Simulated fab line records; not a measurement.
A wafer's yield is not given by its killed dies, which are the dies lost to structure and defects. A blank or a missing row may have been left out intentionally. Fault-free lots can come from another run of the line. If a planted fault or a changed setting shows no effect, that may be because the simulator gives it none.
fab line records	flow n5_finfet
record lots=24	wafers=72	last_day=20
route steps=1938 shown MOL_CONTACT_COAG@561
lots with no fault: from the same line, run without faults
start_h: start of the lot's first displayed wafer, in hours after the record's first day	wait_h: how many hours have passed since the lot's step before this one	" repeats the value in the row above	L1.1+2: a single row standing in for several wafers	- no value present, or no start provided	* or withheld: withheld	< > ~ a bound
route shown NAME@n: NAME is a module with steps in the file, n the number in the route of the first one	usual: mean/standard deviation of fault-free wafers	same: alike in all rows	chamber/n: place in a boat	sites: readings site by site	_std_site: standard deviation across them	_edge_site: the outer-site mean with the inner-site mean subtracted	radius_mm: how far each site lies from the wafer's centre	mask NAME#n: copy n	behind: the tool/chamber that last shaped the wafer	hold: what put the lot on hold/how long, in hours/how the hold closed	device: which transistor (n, p or np) failed to switch	end of line: the same wafers' tests at the end of the route	where a step has no rows: the recipe by itself	killed: count of dies lost to structure and defects at first sort (not the wafer's yield)	map: shows each die of a wafer: x if killed, . if not, _ if none is there
set.NAME: the run value of the setting; set.NAME@STEP: its run value at that earlier step	model.NAME: the simulator's own value behind a step, which no gauge read
the route's steps for a sample of lots (tables are steps, rows are wafers)
services: from which hour (start_h, from the record's first day; less than 0 if before it) a tool's chamber was out of use, for how many hours, and why
## steps
# step N5_MOL_CONTACT_COAG_THK_MEAS_29
# recipe reads=SiNx_of_GATE_CUT_PECVD_57+SiNx_of_GATE_CUT_SAC_CAP_01
# usual MD_CAP_THK=17.90/0.13
lot.wafer	tool	chamber	start_h	wait_h	MD_CAP_THK[nm]
L074.2	film_metro-02	-	96.20	-	18.13
L074.3	"	-	"	"	17.83
L074.5	"	-	"	"	18.12
L075.3	film_metro-01	-	106.55	-	18.04
L075.5	"	-	"	"	18.00
L075.6	"	-	"	"	17.96
L076.1	film_metro-02	-	111.20	-	18.16
L076.4	"	-	"	"	17.96
L076.5	"	-	"	"	17.94
L077.1	film_metro-01	-	117.10	-	18.07
L077.4	"	-	"	"	17.79
L077.5	"	-	"	"	17.92
L078.1	film_metro-01	-	119.08	-	17.58
L078.3	"	-	"	"	17.91
L078.6	"	-	"	"	17.66
L079.1	film_metro-01	-	125.66	-	17.96
L079.4	"	-	"	"	17.69
L079.6	"	-	"	"	17.60
L080.1	film_metro-02	-	136.43	-	17.94
L080.3	"	-	"	"	17.94
L080.6	"	-	"	"	17.97
L081.2	film_metro-01	-	137.87	-	18.04
L081.3	"	-	"	"	17.93
L081.4	"	-	"	"	17.69
L082.2	film_metro-02	-	144.95	-	17.96
L082.4	"	-	"	"	17.90
L082.5	"	-	"	"	17.78
L083.2	film_metro-01	-	154.85	-	18.02
L083.5	"	-	"	"	17.95
L083.6	"	-	"	"	18.11
L084.1	film_metro-01	-	155.08	-	17.94
L084.4	"	-	"	"	17.73
L084.6	"	-	"	"	17.85
L085.1	film_metro-01	-	162.80	-	17.84
L085.2	"	-	"	"	18.02
L085.4	"	-	"	"	18.13
L086.2	film_metro-01	-	169.65	-	18.03
L086.4	"	-	"	"	18.03
L086.6	"	-	"	"	17.95
L087.1	film_metro-01	-	174.34	-	17.74
L087.2	"	-	"	"	17.85
L087.4	"	-	"	"	17.98
L088.1	film_metro-01	-	180.89	-	17.96
L088.2	"	-	"	"	18.02
L088.6	"	-	"	"	17.96
L089.1	film_metro-02	-	191.29	-	17.79
L089.2	"	-	"	"	17.86
L089.6	"	-	"	"	17.58
L090.1	film_metro-01	-	192.75	-	17.82
L090.3	"	-	"	"	17.84
L090.5	"	-	"	"	17.97
L091.1	film_metro-01	-	200.81	-	18.04
L091.4	"	-	"	"	17.83
L091.5	"	-	"	"	17.89
L092.1	film_metro-02	-	204.90	-	17.95
L092.3	"	-	"	"	17.87
L092.5	"	-	"	"	17.77
L093.3	film_metro-01	-	211.64	-	17.76
L093.4	"	-	"	"	17.80
L093.6	"	-	"	"	17.87
L094.4	film_metro-02	-	215.55	-	17.74
L094.5	"	-	"	"	17.79
L094.6	"	-	"	"	17.70
L095.2	film_metro-01	-	220.08	-	18.01
L095.4	"	-	"	"	17.89
L095.5	"	-	"	"	17.95
L096.2	film_metro-02	-	234.79	-	17.99
L096.3	"	-	"	"	18.05
L096.4	"	-	"	"	17.96
L097.1	film_metro-01	-	240.01	-	18.06
L097.4	"	-	"	"	18.11
L097.6	"	-	"	"	18.00
# step N5_MOL_CONTACT_COAG_OVL_MEAS_41
# recipe points_per_wafer=522
# usual VD_OVL=-0.5/0.78
lot.wafer	tool	chamber	start_h	wait_h	VD_OVL[nm]
L074.2	overlay-02	0	99.22	0.0	0.4
L074.3	"	0	"	"	0.5
L074.5	"	0	"	"	-0.3
L075.3	overlay-01	0	108.98	0.0	-1.5
L075.5	"	0	"	"	0.7
L075.6	"	0	"	"	-0.5
L076.1	overlay-02	0	113.77	0.0	-1.6
L076.4	"	0	"	"	-2.0
L076.5	"	0	"	"	-2.6
L077.1	overlay-02	0	119.25	0.0	-1.1
L077.4	"	0	"	"	-2.1
L077.5	"	0	"	"	-1.0
L078.1	overlay-02	0	121.36	0.0	0.4
L078.3	"	0	"	"	-0.1
L078.6	"	0	"	"	0.2
L079.1	overlay-01	0	128.10	0.0	-0.7
L079.4	"	0	"	"	-0.4
L079.6	"	0	"	"	-1.1
L080.1	overlay-01	0	138.74	0.0	-0.2
L080.3	"	0	"	"	0.0
L080.6	"	0	"	"	-0.8
L081.2	overlay-02	0	140.61	0.0	-1.7
L081.3	"	0	"	"	-1.8
L081.4	"	0	"	"	-1.2
L082.2	overlay-01	0	147.38	0.0	-0.2
L082.4	"	0	"	"	-0.4
L082.5	"	0	"	"	-0.9
L083.2	overlay-01	0	157.77	0.0	-0.4
L083.5	"	0	"	"	-0.6
L083.6	"	0	"	"	-0.2
L084.1	overlay-01	0	158.28	0.0	-0.3
L084.4	"	0	"	"	0.6
L084.6	"	0	"	"	-0.2
L085.1	overlay-02	0	165.66	0.0	-1.8
L085.2	"	0	"	"	-0.8
L085.4	"	0	"	"	-0.7
L086.2	overlay-01	0	172.01	0.0	0.4
L086.4	"	0	"	"	0.0
L086.6	"	0	"	"	-0.4
L087.1	overlay-01	0	177.12	0.0	-2.4
L087.2	"	0	"	"	-1.1
L087.4	"	0	"	"	-0.2
L088.1	overlay-02	0	183.36	0.0	-0.1
L088.2	"	0	"	"	0.3
L088.6	"	0	"	"	0.0
L089.1	overlay-02	0	193.67	0.0	-1.2
L089.2	"	0	"	"	0.1
L089.6	"	0	"	"	-1.4
L090.1	overlay-01	0	194.95	0.0	0.1
L090.3	"	0	"	"	0.0
L090.5	"	0	"	"	-0.9
L091.1	overlay-02	0	203.18	0.0	-0.7
L091.4	"	0	"	"	-0.1
L091.5	"	0	"	"	-0.4
L092.1	overlay-01	0	207.81	0.0	0.6
L092.3	"	0	"	"	0.1
L092.5	"	0	"	"	0.2
L093.3	overlay-01	0	214.20	0.0	-0.4
L093.4	"	0	"	"	-1.3
L093.6	"	0	"	"	-2.0
L094.4	overlay-01	0	218.37	0.0	0.3
L094.5	"	0	"	"	0.5
L094.6	"	0	"	"	0.1
L095.2	overlay-02	0	223.28	0.0	0.1
L095.4	"	0	"	"	0.7
L095.5	"	0	"	"	0.9
L096.2	overlay-01	0	237.74	0.0	1.0
L096.3	"	0	"	"	0.7
L096.4	"	0	"	"	0.0
L097.1	overlay-02	0	242.32	0.0	-0.7
L097.4	"	0	"	"	-0.8
L097.6	"	0	"	"	-0.9
# step N5_MOL_CONTACT_COAG_ETCH_65
# recipe chemistry=N2/H2	target=underlayer	target_depth_a=130	mask_material=CAR-EUV	time_s=10.4	ion_energy_ev=200	pressure_mtorr=30	source_w=840	bias_w=150	n2_flow_sccm=200	h2_flow_sccm=200	ends=cleared
# usual drypump_motor_current_A=5.6/0.43	etch_rf_on_time_s=10.34/0.27	oes_product_au=0.65/0.051	rf_vpp_V=523.4/2.6	showerhead_plenum_p_Torr=2.52/0.099	throttle_valve_pct=17.86/0.21
lot.wafer	tool	chamber	start_h	wait_h	drypump_motor_current_A	etch_rf_on_time_s	oes_product_au	rf_hours_counter_h	rf_vpp_V	showerhead_plenum_p_Torr	throttle_valve_pct
L074.2	rie_diel-01	0	99.34	0.0	6.2	10.11	0.61	208	525.1	2.60	17.90
L074.3	"	3	"	"	5.0	10.64	0.68	110	520.9	2.43	17.72
L074.5	"	0	"	"	6.2	10.21	0.61	-	527.3	2.60	17.89
L075.3	rie_diel-04	2	109.09	0.0	5.6	9.92	0.82	10	525.5	2.59	17.87
L075.5	"	1	"	"	6.2	10.46	0.64	-	521.3	2.44	18.06
L075.6	"	0	"	"	5.8	10.34	0.68	-	524.9	2.57	17.59
L076.1	rie_diel-01	3	113.90	0.0	5.1	10.57	0.67	115	520.0	2.42	17.70
L076.4	"	2	"	"	5.1	10.21	0.63	185	524.2	2.55	18.29
L076.5	"	0	"	"	6.3	10.16	0.60	-	525.9	2.60	17.89
L077.1	rie_diel-04	1	119.38	0.0	6.2	10.52	0.64	159	520.9	2.44	18.07
L077.4	"	3	"	"	5.5	9.82	0.69	128	519.8	2.43	17.72
L077.5	"	2	"	"	5.7	9.94	0.81	-	525.0	2.59	17.86
L078.1	rie_diel-04	1	121.48	0.0	6.1	10.49	0.64	160	520.3	2.44	18.05
L078.3	"	3	"	"	5.5	9.91	0.69	128	521.6	2.43	17.70
L078.6	"	1	"	"	6.2	10.57	0.63	-	520.8	2.44	18.05
L079.1	rie_diel-05	1	128.41	0.0	6.2	10.09	0.69	116	526.2	2.53	17.98
L079.4	"	3	"	"	5.5	10.64	0.59	213	519.4	2.38	17.53
L079.6	"	1	"	"	6.2	10.12	0.68	-	525.2	2.53	18.00
L080.1	rie_diel-05	0	139.12	0.0	5.1	10.39	0.64	172	520.6	2.43	17.80
L080.3	"	1	"	"	6.1	10.05	0.69	120	524.2	2.53	18.01
L080.6	"	3	"	"	5.5	10.64	0.59	-	520.2	2.38	17.53
L081.2	rie_diel-05	1	140.73	0.0	6.2	10.10	0.68	120	524.5	2.53	17.98
L081.3	"	2	"	"	5.3	10.61	0.60	204	525.3	2.58	17.60
L081.4	"	3	"	"	5.4	10.72	0.59	217	521.5	2.37	17.52
L082.2	rie_diel-01	1	147.54	0.0	5.8	10.63	0.69	98	527.1	2.70	17.75
L082.4	"	2	"	"	5.1	10.24	0.62	195	523.1	2.55	18.32
L082.5	"	1	"	"	5.8	10.70	0.68	-	526.7	2.70	17.76
L083.2	rie_diel-05	3	157.90	0.0	5.5	10.53	0.59	224	519.5	2.37	17.56
L083.5	"	2	"	"	5.3	10.50	0.61	-	527.1	2.58	17.64
L083.6	"	3	"	"	5.5	10.49	0.59	-	519.2	2.37	17.54
L084.1	rie_diel-01	3	158.70	0.0	5.0	10.44	0.67	128	522.8	2.42	17.75
L084.4	"	2	"	"	5.1	10.20	0.62	198	523.9	2.55	18.32
L084.6	"	1	"	"	5.8	10.59	0.68	-	526.6	2.70	17.75
L085.1	rie_diel-01	3	165.87	0.0	5.0	10.49	0.67	130	519.7	2.42	17.73
L085.2	"	0	"	"	6.2	10.15	0.60	229	525.9	2.59	17.91
L085.4	"	1	"	"	5.8	10.66	0.68	105	526.1	2.70	17.77
L086.2	rie_diel-04	1	172.13	0.0	6.2	10.53	0.62	173	521.1	2.43	18.08
L086.4	"	3	"	"	5.5	9.89	0.68	143	521.6	2.43	17.76
L086.6	"	2	"	"	5.6	9.80	0.79	-	524.6	2.58	17.90
L087.1	rie_diel-01	1	177.25	0.0	5.8	10.61	0.68	108	526.1	2.70	17.76
L087.2	"	0	"	"	6.2	9.90	0.60	232	527.6	2.59	17.93
L087.4	"	3	"	"	5.0	10.45	0.66	-	521.2	2.42	17.73
L088.1	rie_diel-01	0	183.49	0.0	6.3	10.07	0.59	236	525.7	2.59	17.92
L088.2	"	1	"	"	5.8	10.68	0.68	111	527.8	2.69	17.76
L088.6	"	0	"	"	6.3	10.03	0.60	-	525.4	2.59	17.92
L089.1	rie_diel-05	3	193.85	0.0	5.5	10.69	0.57	237	520.9	2.37	17.58
L089.2	"	0	"	"	5.2	10.47	0.63	192	520.9	2.43	17.86
L089.6	"	0	"	"	5.2	10.54	0.63	-	519.3	2.43	17.84
L090.1	rie_diel-01	1	195.08	0.0	5.8	10.61	0.67	115	526.4	2.69	17.79
L090.3	"	2	"	"	5.1	10.08	0.62	204	523.4	2.55	18.33
L090.5	"	1	"	"	5.8	10.44	0.68	-	526.9	2.69	17.79
L091.1	rie_diel-01	2	203.50	0.0	5.1	10.19	0.62	207	522.5	2.55	18.34
L091.4	"	0	"	"	6.3	10.02	0.59	242	524.9	2.59	17.94
L091.5	"	2	"	"	5.1	10.23	0.61	-	521.4	2.55	18.33
L092.1	rie_diel-04	0	207.95	0.0	5.8	10.55	0.65	138	523.4	2.56	17.62
L092.3	"	3	"	"	5.5	10.09	0.66	154	521.4	2.42	17.78
L092.5	"	0	"	"	5.8	10.59	0.65	-	525.5	2.56	17.63
L093.3	rie_diel-05	0	214.32	0.0	5.1	10.45	0.62	197	519.7	2.42	17.85
L093.4	"	1	"	"	6.2	9.85	0.66	146	524.1	2.52	18.06
L093.6	"	3	"	"	5.5	10.64	0.58	-	520.5	2.36	17.57
L094.4	rie_diel-04	0	218.56	0.0	5.8	10.51	0.65	142	524.2	2.56	17.62
L094.5	"	1	"	"	6.2	10.44	0.61	-	520.4	2.43	18.12
L094.6	"	0	"	"	5.8	10.54	0.65	-	524.4	2.56	17.62
L095.2	rie_diel-01	1	223.66	0.0	5.8	10.57	0.67	125	527.6	2.69	17.79
L095.4	"	1	"	"	5.8	10.67	0.66	-	527.9	2.69	17.80
L095.5	"	2	"	"	5.1	10.19	0.61	-	523.6	2.54	18.35
L096.2	rie_diel-01	1	237.86	0.0	5.8	10.72	0.66	132	527.4	2.68	17.81
L096.3	"	2	"	"	5.1	10.31	0.60	222	523.2	2.54	18.37
L096.4	"	3	"	"	5.0	10.36	0.65	-	520.7	2.41	17.80
L097.1	rie_diel-04	1	242.45	0.0	6.1	10.46	0.61	196	520.9	2.42	18.12
L097.4	"	3	"	"	5.5	9.78	0.67	165	522.1	2.42	17.79
L097.6	"	1	"	"	6.1	10.47	0.61	-	519.5	2.42	18.13
# step N5_MOL_CONTACT_COAG_ETCHBACK_134
# recipe chemistry=CHF3	target=SiO2	target_depth_a=100	time_s=6.7	ion_energy_ev=200	pressure_mtorr=30	source_w=610	bias_w=170	Ar_flow_sccm=200	CHF3_flow_sccm=50
# usual drypump_motor_current_A=5.6/0.41	oes_product_au=0.76/0.065	rf_vpp_V=525/12	showerhead_plenum_p_Torr=2.36/0.083	throttle_valve_pct=18.79/0.2
lot.wafer	tool	chamber	start_h	wait_h	drypump_motor_current_A	oes_product_au	rf_hours_counter_h	rf_vpp_V	showerhead_plenum_p_Torr	throttle_valve_pct
L074.2	rie_diel-05	0	99.71	0.1	5.1	0.77	160	523	2.28	18.54
L074.3	"	1	"	"	6.2	0.80	107	525	2.38	18.92
L074.5	"	0	"	"	5.1	0.76	-	523	2.28	18.54
L075.3	rie_diel-01	1	109.37	0.1	5.8	0.82	88	556	2.53	18.57
L075.5	"	3	"	"	5.0	0.80	-	531	2.29	18.73
L075.6	"	0	"	"	6.2	0.71	-	516	2.47	18.94
L076.1	rie_diel-04	3	114.19	0.1	5.5	0.80	126	507	2.29	18.67
L076.4	"	1	"	"	6.1	0.74	158	515	2.30	18.97
L076.5	"	2	"	"	5.6	0.95	-	524	2.45	18.90
L077.1	rie_diel-04	3	119.66	0.1	5.5	0.80	128	506	2.29	18.68
L077.4	"	0	"	"	5.8	0.80	113	551	2.38	18.26
L077.5	"	2	"	"	5.6	0.95	-	525	2.45	18.92
L078.1	rie_diel-05	3	121.76	0.1	5.5	0.68	211	516	2.28	18.70
L078.3	"	1	"	"	6.1	0.80	113	524	2.38	18.92
L078.6	"	0	"	"	5.2	0.75	-	523	2.28	18.53
L079.1	rie_diel-05	0	128.96	0.1	5.1	0.76	169	524	2.28	18.57
L079.4	"	1	"	"	6.1	0.81	116	524	2.38	18.92
L079.6	"	1	"	"	6.1	0.80	-	523	2.38	18.93
L080.1	rie_diel-05	3	139.50	0.1	5.4	0.68	217	517	2.28	18.72
L080.3	"	2	"	"	5.3	0.70	203	529	2.47	18.87
L080.6	"	1	"	"	6.2	0.79	-	524	2.37	18.94
L081.2	rie_diel-04	1	142.85	0.1	6.2	0.74	168	516	2.29	18.99
L081.3	"	3	"	"	5.5	0.79	136	507	2.29	18.70
L081.4	"	2	"	"	5.6	0.92	21	525	2.45	18.93
L082.2	rie_diel-05	1	147.82	0.1	6.2	0.79	123	525	2.37	18.95
L082.4	"	0	"	"	5.1	0.75	175	524	2.28	18.56
L082.5	"	3	"	"	5.5	0.68	-	517	2.28	18.74
L083.2	rie_diel-01	2	158.18	0.1	5.1	0.72	198	517	2.38	18.95
L083.5	"	0	"	"	6.2	0.69	-	516	2.46	18.97
L083.6	"	1	"	"	5.8	0.81	-	556	2.52	18.61
L084.1	rie_diel-05	0	159.23	0.1	5.1	0.74	180	525	2.27	18.57
L084.4	"	2	"	"	5.3	0.69	212	527	2.47	18.89
L084.6	"	2	"	"	5.3	0.70	-	529	2.47	18.88
L085.1	rie_diel-05	3	166.14	0.1	5.5	0.69	228	516	2.28	18.76
L085.2	"	1	"	"	6.2	0.79	131	524	2.37	18.95
L085.4	"	0	"	"	5.2	0.74	183	524	2.27	18.58
L086.2	rie_diel-01	3	172.51	0.1	5.1	0.78	133	531	2.28	18.76
L086.4	"	1	"	"	5.8	0.80	-	556	2.52	18.61
L086.6	"	0	"	"	6.2	0.69	-	515	2.46	18.98
L087.1	rie_diel-04	1	177.80	0.1	6.1	0.74	175	517	2.29	19.02
L087.2	"	3	"	"	5.5	0.78	144	505	2.29	18.71
L087.4	"	2	"	"	5.6	0.92	29	524	2.45	18.94
L088.1	rie_diel-05	2	183.88	0.2	5.3	0.70	221	529	2.47	18.90
L088.2	"	3	"	"	5.5	0.68	234	515	2.28	18.76
L088.6	"	3	"	"	5.5	0.68	-	517	2.28	18.75
L089.1	rie_diel-05	2	194.13	0.1	5.3	0.69	224	528	2.47	18.92
L089.2	"	0	"	"	5.1	0.74	192	523	2.27	18.58
L089.6	"	2	"	"	5.3	0.69	-	528	2.47	18.91
L090.1	rie_diel-05	3	195.36	0.1	5.5	0.67	237	516	2.27	18.75
L090.3	"	0	"	"	5.2	0.73	193	524	2.27	18.59
L090.5	"	3	"	"	5.4	0.66	-	517	2.28	18.76
L091.1	rie_diel-05	1	203.78	0.1	6.2	0.79	143	523	2.37	18.96
L091.4	"	0	"	"	5.1	0.73	194	522	2.27	18.59
L091.5	"	3	"	"	5.5	0.66	-	517	2.27	18.77
L092.1	rie_diel-01	1	208.23	0.1	5.8	0.80	119	556	2.52	18.65
L092.3	"	3	"	"	5.0	0.76	145	530	2.28	18.79
L092.5	"	0	"	"	6.3	0.69	-	515	2.45	18.99
L093.3	rie_diel-01	1	214.60	0.1	5.8	0.79	122	555	2.52	18.63
L093.4	"	3	"	"	5.1	0.76	148	530	2.28	18.79
L093.6	"	3	"	"	5.0	0.76	-	531	2.28	18.80
L094.4	rie_diel-04	1	218.87	0.1	6.2	0.72	188	516	2.28	19.02
L094.5	"	3	"	"	5.5	0.77	-	506	2.28	18.74
L094.6	"	2	"	"	5.6	0.90	-	525	2.44	18.97
L095.2	rie_diel-04	0	223.94	0.1	5.8	0.75	142	552	2.37	18.31
L095.4	"	3	"	"	5.5	0.77	158	507	2.28	18.75
L095.5	"	0	"	"	5.7	0.76	-	552	2.37	18.31
L096.2	rie_diel-04	0	238.17	0.1	5.8	0.77	147	550	2.37	18.33
L096.3	"	2	"	"	5.6	0.89	47	525	2.44	18.98
L096.4	"	1	"	"	6.1	0.73	194	515	2.28	19.04
L097.1	rie_diel-05	2	242.73	0.1	5.3	0.69	238	529	2.46	18.93
L097.4	"	2	"	"	5.3	0.69	-	528	2.46	18.93
L097.6	"	1	"	"	6.1	0.78	-	524	2.36	18.98
# step N5_MOL_CONTACT_COAG_ETCH_48
# recipe chemistry=C4F6/O2	target_depth_a=150	overetch_a=45	mask_material=SOC	target=SiOC	bias_w=465	pressure_mtorr=10	time_s=17	source_w=335	Ar_flow_sccm=300	C4F6_flow_sccm=10	O2_flow_sccm=10	ion_energy_ev=576
# usual drypump_motor_current_A=5.6/0.41	oes_product_au=0.64/0.055	rf_vpp_V=1592/34	showerhead_plenum_p_Torr=2.82/0.1	throttle_valve_pct=40.9/0.52
lot.wafer	tool	chamber	start_h	wait_h	drypump_motor_current_A	oes_product_au	rf_hours_counter_h	rf_vpp_V	showerhead_plenum_p_Torr	throttle_valve_pct
L074.2	rie_diel-05	0	99.94	0.0	5.2	0.66	160	1587	2.72	40.8
L074.3	"	1	"	"	6.1	0.68	107	1594	2.85	41.4
L074.5	"	0	"	"	5.2	0.67	-	1587	2.72	40.8
L075.3	rie_diel-01	1	109.60	0.0	5.8	0.70	88	1678	3.02	40.4
L075.5	"	3	"	"	5.0	0.69	-	1607	2.73	40.6
L075.6	"	0	"	"	6.3	0.60	-	1566	2.94	41.2
L076.1	rie_diel-04	3	114.41	0.0	5.5	0.67	126	1536	2.73	40.2
L076.4	"	1	"	"	6.2	0.63	158	1565	2.74	40.7
L076.5	"	2	"	"	5.6	0.78	-	1595	2.94	41.0
L077.1	rie_diel-04	3	119.88	0.0	5.5	0.64	128	1538	2.73	40.2
L077.4	"	0	"	"	5.8	0.67	113	1665	2.85	39.5
L077.5	"	2	"	"	5.6	0.75	-	1595	2.94	40.9
L078.1	rie_diel-05	3	121.99	0.0	5.5	0.55	211	1569	2.73	41.5
L078.3	"	1	"	"	6.2	0.67	113	1593	2.84	41.4
L078.6	"	0	"	"	5.2	0.62	-	1588	2.72	40.7
L079.1	rie_diel-05	0	129.19	0.0	5.1	0.66	169	1586	2.72	40.8
L079.4	"	1	"	"	6.2	0.67	116	1594	2.84	41.4
L079.6	"	1	"	"	6.2	0.67	-	1594	2.84	41.4
L080.1	rie_diel-05	3	139.72	0.0	5.5	0.62	217	1570	2.73	41.6
L080.3	"	2	"	"	5.3	0.61	203	1606	2.96	41.1
L080.6	"	1	"	"	6.2	0.65	-	1594	2.84	41.4
L081.2	rie_diel-04	1	143.08	0.0	6.1	0.60	168	1566	2.74	40.7
L081.3	"	3	"	"	5.5	0.67	136	1537	2.73	40.2
L081.4	"	2	"	"	5.6	0.80	22	1595	2.93	41.0
L082.2	rie_diel-05	1	148.05	0.0	6.2	0.68	123	1594	2.84	41.4
L082.4	"	0	"	"	5.1	0.68	175	1587	2.71	40.8
L082.5	"	3	"	"	5.5	0.61	-	1568	2.73	41.5
L083.2	rie_diel-01	2	158.41	0.0	5.1	0.60	198	1565	2.83	41.0
L083.5	"	0	"	"	6.3	0.59	-	1565	2.94	41.2
L083.6	"	1	"	"	5.8	0.62	-	1679	3.01	40.4
L084.1	rie_diel-05	0	159.45	0.0	5.1	0.60	180	1587	2.71	40.8
L084.4	"	2	"	"	5.3	0.58	212	1605	2.96	41.1
L084.6	"	2	"	"	5.2	0.57	-	1607	2.96	41.1
L085.1	rie_diel-05	3	166.37	0.0	5.4	0.57	228	1571	2.72	41.5
L085.2	"	1	"	"	6.2	0.66	131	1591	2.83	41.4
L085.4	"	0	"	"	5.1	0.67	183	1586	2.71	40.8
L086.2	rie_diel-01	3	172.73	0.0	5.0	0.66	133	1607	2.73	40.6
L086.4	"	1	"	"	5.8	0.62	-	1678	3.01	40.4
L086.6	"	0	"	"	6.2	0.58	-	1564	2.93	41.2
L087.1	rie_diel-04	1	178.03	0.0	6.1	0.65	175	1566	2.73	40.7
L087.2	"	3	"	"	5.5	0.67	144	1537	2.72	40.2
L087.4	"	2	"	"	5.6	0.75	29	1593	2.93	41.0
L088.1	rie_diel-05	2	184.10	0.0	5.3	0.60	221	1608	2.95	41.1
L088.2	"	3	"	"	5.4	0.55	234	1569	2.72	41.5
L088.6	"	3	"	"	5.5	0.58	-	1567	2.72	41.6
L089.1	rie_diel-05	2	194.35	0.0	5.3	0.61	224	1607	2.95	41.1
L089.2	"	0	"	"	5.1	0.61	193	1587	2.71	40.8
L089.6	"	2	"	"	5.2	0.62	-	1603	2.95	41.1
L090.1	rie_diel-05	3	195.59	0.0	5.5	0.58	238	1569	2.72	41.5
L090.3	"	0	"	"	5.1	0.59	193	1586	2.71	40.8
L090.5	"	3	"	"	5.4	0.56	-	1569	2.72	41.6
L091.1	rie_diel-05	1	204.00	0.0	6.2	0.63	143	1592	2.83	41.4
L091.4	"	0	"	"	5.2	0.65	195	1585	2.70	40.8
L091.5	"	3	"	"	5.5	0.57	-	1570	2.72	41.5
L092.1	rie_diel-01	1	208.46	0.0	5.8	0.72	119	1678	3.00	40.4
L092.3	"	3	"	"	5.1	0.65	145	1606	2.72	40.6
L092.5	"	0	"	"	6.3	0.55	-	1564	2.93	41.2
L093.3	rie_diel-01	1	214.82	0.0	5.8	0.67	122	1678	3.00	40.4
L093.4	"	3	"	"	5.0	0.62	148	1606	2.72	40.6
L093.6	"	3	"	"	5.0	0.66	-	1606	2.72	40.6
L094.4	rie_diel-04	1	219.10	0.0	6.1	0.56	189	1566	2.73	40.7
L094.5	"	3	"	"	5.5	0.67	-	1536	2.72	40.2
L094.6	"	2	"	"	5.6	0.75	-	1592	2.92	41.0
L095.2	rie_diel-04	0	224.17	0.0	5.8	0.68	143	1663	2.83	39.5
L095.4	"	3	"	"	5.5	0.64	158	1533	2.72	40.2
L095.5	"	0	"	"	5.8	0.65	-	1664	2.83	39.5
L096.2	rie_diel-04	0	238.40	0.0	5.8	0.61	147	1665	2.83	39.5
L096.3	"	2	"	"	5.6	0.70	47	1593	2.92	41.0
L096.4	"	1	"	"	6.2	0.61	194	1564	2.73	40.7
L097.1	rie_diel-05	2	242.95	0.0	5.3	0.55	238	1606	2.94	41.1
L097.4	"	2	"	"	5.3	0.55	-	1606	2.95	41.1
L097.6	"	1	"	"	6.1	0.64	-	1591	2.82	41.4
# step N5_MOL_CONTACT_COAG_INSPECT_97
# recipe inspect_instrument=darkfield	mode=post_anneal
# usual raw_defect_count=48/20
lot.wafer	tool	chamber	start_h	wait_h	raw_defect_count
L074.2	defect_inspect-02	-	106.72	0.1	105
L074.3	"	-	"	"	31
L074.5	"	-	"	"	37
L075.3	defect_inspect-02	-	113.72	0.1	29
L075.5	"	-	"	"	41
L075.6	"	-	"	"	32
L076.1	defect_inspect-02	-	118.50	0.0	42
L076.4	"	-	"	"	54
L076.5	"	-	"	"	28
L077.1	defect_inspect-02	-	123.97	0.0	57
L077.4	"	-	"	"	41
L077.5	"	-	"	"	129
L078.1	defect_inspect-01	-	126.97	0.0	47
L078.3	"	-	"	"	48
L078.6	"	-	"	"	32
L079.1	defect_inspect-01	-	133.28	0.0	25
L079.4	"	-	"	"	43
L079.6	"	-	"	"	37
L080.1	defect_inspect-02	-	143.80	0.0	27
L080.3	"	-	"	"	35
L080.6	"	-	"	"	62
L081.2	defect_inspect-02	-	147.18	0.0	116
L081.3	"	-	"	"	46
L081.4	"	-	"	"	69
L082.2	defect_inspect-02	-	152.16	0.1	36
L082.4	"	-	"	"	80
L082.5	"	-	"	"	48
L083.2	defect_inspect-02	-	162.51	0.0	36
L083.5	"	-	"	"	42
L083.6	"	-	"	"	54
L084.1	defect_inspect-02	-	165.49	0.0	52
L084.4	"	-	"	"	38
L084.6	"	-	"	"	65
L085.1	defect_inspect-02	-	170.48	0.0	56
L085.2	"	-	"	"	34
L085.4	"	-	"	"	55
L086.2	defect_inspect-02	-	176.84	0.0	38
L086.4	"	-	"	"	45
L086.6	"	-	"	"	38
L087.1	defect_inspect-02	-	182.15	0.0	63
L087.2	"	-	"	"	63
L087.4	"	-	"	"	52
L088.1	defect_inspect-02	-	188.19	0.0	44
L088.2	"	-	"	"	44
L088.6	"	-	"	"	31
L089.1	defect_inspect-02	-	198.53	0.0	39
L089.2	"	-	"	"	39
L089.6	"	-	"	"	18
L090.1	defect_inspect-02	-	201.53	0.0	39
L090.3	"	-	"	"	41
L090.5	"	-	"	"	56
L091.1	defect_inspect-02	-	208.19	0.0	61
L091.4	"	-	"	"	32
L091.5	"	-	"	"	25
L092.1	defect_inspect-02	-	212.54	0.0	64
L092.3	"	-	"	"	33
L092.5	"	-	"	"	45
L093.3	defect_inspect-02	-	218.94	0.1	27
L093.4	"	-	"	"	51
L093.6	"	-	"	"	49
L094.4	defect_inspect-02	-	223.24	0.1	104
L094.5	"	-	"	"	61
L094.6	"	-	"	"	24
L095.2	defect_inspect-02	-	228.27	0.0	109
L095.4	"	-	"	"	88
L095.5	"	-	"	"	98
L096.2	defect_inspect-02	-	242.68	0.0	21
L096.3	"	-	"	"	30
L096.4	"	-	"	"	35
L097.1	defect_inspect-02	-	247.23	0.0	79
L097.4	"	-	"	"	25
L097.6	"	-	"	"	59
## services
tool	chamber	start_h	hours	kind
rie_diel-01	2	171.91	16.9	repair
rie_diel-04	2	196.85	3.7	repair
rie_diel-01	0	223.62	-	clean
rie_diel-01	0	223.62	-	consumable_replace:focus_ring
rie_diel-01	0	223.62	32.8	scheduled_down
rie_diel-01	0	223.62	32.8	vent_cycle
rie_diel-05	3	240.08	-	clean
rie_diel-05	3	240.08	-	consumable_replace:focus_ring
rie_diel-05	3	240.08	-	consumable_replace:showerhead
rie_diel-05	3	240.08	25.9	scheduled_down
rie_diel-05	3	240.08	25.9	vent_cycle
## key
fault none
